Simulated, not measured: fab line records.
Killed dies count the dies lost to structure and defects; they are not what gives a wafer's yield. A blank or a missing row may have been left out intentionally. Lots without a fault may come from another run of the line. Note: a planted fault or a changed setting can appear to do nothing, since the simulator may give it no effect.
A struck lot beside a sound one || flow n5-finfet || 37 out of 1938 route steps
Sound: the wafers L711.2, L711.3, L711.4. Struck: wafers L720.2, L720.3, L720.6. The cause is given at the end.
Per side, at each step with rows, come the tool, then ch with its chambers, and then its first start. Under that, the readings that differ: sound wafers || struck wafers || difference of the means || sigmas: that difference in standard deviations of wafers without a fault.
alike: readings with means less than 2 such deviations apart, plus words and numbers identical on both sides. not compared: withheld readings, readings lacking a value on some wafer, bounds such as >300 that could conceal the same value, and numbers that have no deviation in the record and whose values overlap.
The two part at a step that has a row with sigmas, a row that says differs or no value, or rows on one side only. Numbers that don't overlap but have no deviation are shown without sigmas and don't part them. Lack of a reading on every wafer of one side parts them only where that side has two or more wafers.

first, 9 steps without rows for these wafers: N5_BEOL_M9_SURFACE_TREAT_79; N5_BEOL_M9_CVD_78 (deposits Co from CCTBA/H2, target thk 2 nm, time 138.9 s); N5_BEOL_M9_SPUTTER_48 (material Cu, target thk 12 nm, time 2 s); N5_BEOL_M9_ECD_50 (material Cu, target thk 318 nm); N5_BEOL_M9_ANNEAL_51 (time 90 s); N5_BEOL_M9_CMP_52 (polishes, stops on SiCOH lowk, t overpolish 7 s, target thk 140 nm); N5_BEOL_M9_PRE_CLEAN_55 (time 15 s); N5_BEOL_M9_DEP_56 (deposits SiCN from 3MS/NH3, target thk 15 nm, time 26.5 s); N5_BEOL_M10_ILD_DEP_00 (deposits SiCOH lowk from DEMS/porogen, target thk 308.51 nm, time 58 s).
N5_BEOL_M10_CURE_71: cures SiCOH lowk, time 240 s.
  sound on uv-cure-03 ch 2, day 10 21:59; struck on uv-cure-03 ch 1, day 13 16:07
  no value came back on the struck wafers for lamp-power-pct (%), run-length-s (s), wafer_temp_C_max; on the sound wafers lamp-power-pct (%) reads 52.28 52.39 52.28
{"reading": "model.SiCOH_lowk_of_BEOL_M10_ILD_DEP_00.thk-nm (nm)", "sound": "267 261.4 268.2", "struck": "306.4 311.8 310.2", "difference": "+43.9", "sigmas": ""}
N5_BEOL_M10_THK_MEAS_01:
  sound on film-metro-01, day 10 22:25; struck on film-metro-01, day 13 16:32
{"reading": "M10_ILD_THK (nm)", "sound": "267 261 268", "struck": "306 312 310", "difference": "+44", "sigmas": "+15"}
then, 24 steps without rows for these wafers: N5_BEOL_M10_PECVD_70 (deposits SiO2 from TEOS/O2, target thk 20 nm, time 22.7 s); N5_BEOL_M10_HM_DEP_02 (deposits TiN, target thk 20 nm); N5_BEOL_M10_COAT_59 (time 60 s, resist thk 100 nm); N5_BEOL_M10_COAT_60 (time 60 s, resist thk 30 nm); N5_BEOL_M10_COAT_05 (resist thk 90 nm); N5_BEOL_M10_EBR_07; N5_BEOL_M10_SOFTBAKE_06 (time 60 s); N5_BEOL_M10_EXPOSE_08 (exposes mask M10); N5_BEOL_M10_PEB_09 (peb time 60 s); N5_BEOL_M10_DEVELOP_10 (develop time 30 s); N5_BEOL_M10_DESCUM_16 (chemistry O2, time 7.9 s); N5_BEOL_M10_ETCH_61 (etches SiARC in CF4, target depth 39 nm, time 65 s); N5_BEOL_M10_ETCH_62 (etches SOC in N2/H2, target depth 110 nm, overetch 22 nm, time 165 s); N5_BEOL_M10_STRIP_68 (strips in N2/H2); N5_BEOL_M10_STRIP_67 (strips in CF4); N5_BEOL_M10_HM_OPEN_17 (chemistry Cl2/BCl3, target TiN, target depth 20 nm, overetch 6 nm); N5_BEOL_M10_STRIP_19 (strips in O2); N5_BEOL_M10_COAT_63 (time 60 s, resist thk 100 nm); N5_BEOL_M10_COAT_64 (time 60 s, resist thk 30 nm); N5_BEOL_M10_COAT_22 (resist thk 90 nm); N5_BEOL_M10_EBR_24; N5_BEOL_M10_SOFTBAKE_23 (time 60 s); N5_BEOL_M10_EXPOSE_25 (exposes mask V9); N5_BEOL_M10_PEB_26 (peb time 60 s).
N5_BEOL_M10_CMP_52: polishes, stops on SiCOH lowk, t overpolish 7 s, target thk 140 nm.
  sound on cmp-01 ch 0,1,3, day 11 03:44; struck on cmp-02 ch 0,3, day 14 00:23
{"reading": "model.SiCOH_lowk_of_BEOL_M10_ILD_DEP_00.thk-nm (nm)", "sound": "264 258.4 265.2", "struck": "303.4 308.8 307.2", "difference": "+43.9", "sigmas": ""}
  alike: motor-current-A
-- the record jumps here: 2 days lie between the struck wafers' starts before and after (it left off in module BEOL_M10 and takes up again in module PASSIVATION, whose first step shown is number 1936 of the route) --
N5_PASSIVATION_PROBE_49:
  sound on prober-02, day 13 03:35; struck on prober-02, day 16 00:34
{"reading": "defect-limited-yield (%)", "sound": "93.6 92.6 93.6", "struck": "90.5 91.0 88.2", "difference": -3.4, "sigmas": -2}
{"reading": "killed-dies", "sound": "75 87 76", "struck": "112 106 139", "difference": "+40", "sigmas": "+2"}
{"reading": "killed-short", "sound": "24 25 27", "struck": "44 37 51", "difference": "+19", "sigmas": "+2"}
{"reading": "sort_bin_5_function (%)", "sound": "3.8 4.4 3.9", "struck": "6.3 5.8 6.4", "difference": "+2.1", "sigmas": "+2"}
{"reading": "sort-n-pass", "sound": "1105 1093 1104", "struck": "1068 1074 1041", "difference": -40, "sigmas": -2}
{"reading": "sort-yield-pct (%)", "sound": "93.6 92.6 93.6", "struck": "90.5 91.0 88.2", "difference": -3.4, "sigmas": -2}
  alike: killed_at_M0_to_M3, killed_at_M4_up, killed-at-contacts, killed-at-front-end, killed-at-other, killed-open, sort_bin_4_leakage, sort_bin_6_memory, sort_bin_8_speed

== WHERE THEY PART ==
Earliest at N5_BEOL_M10_CURE_71; latest, in this record, at N5_PASSIVATION_PROBE_49.

WHY: whatever the simulator had introduced
Entire step skipped (uv-cure-03, N5_BEOL_M10_CURE_71), from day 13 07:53 onward. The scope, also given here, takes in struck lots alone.
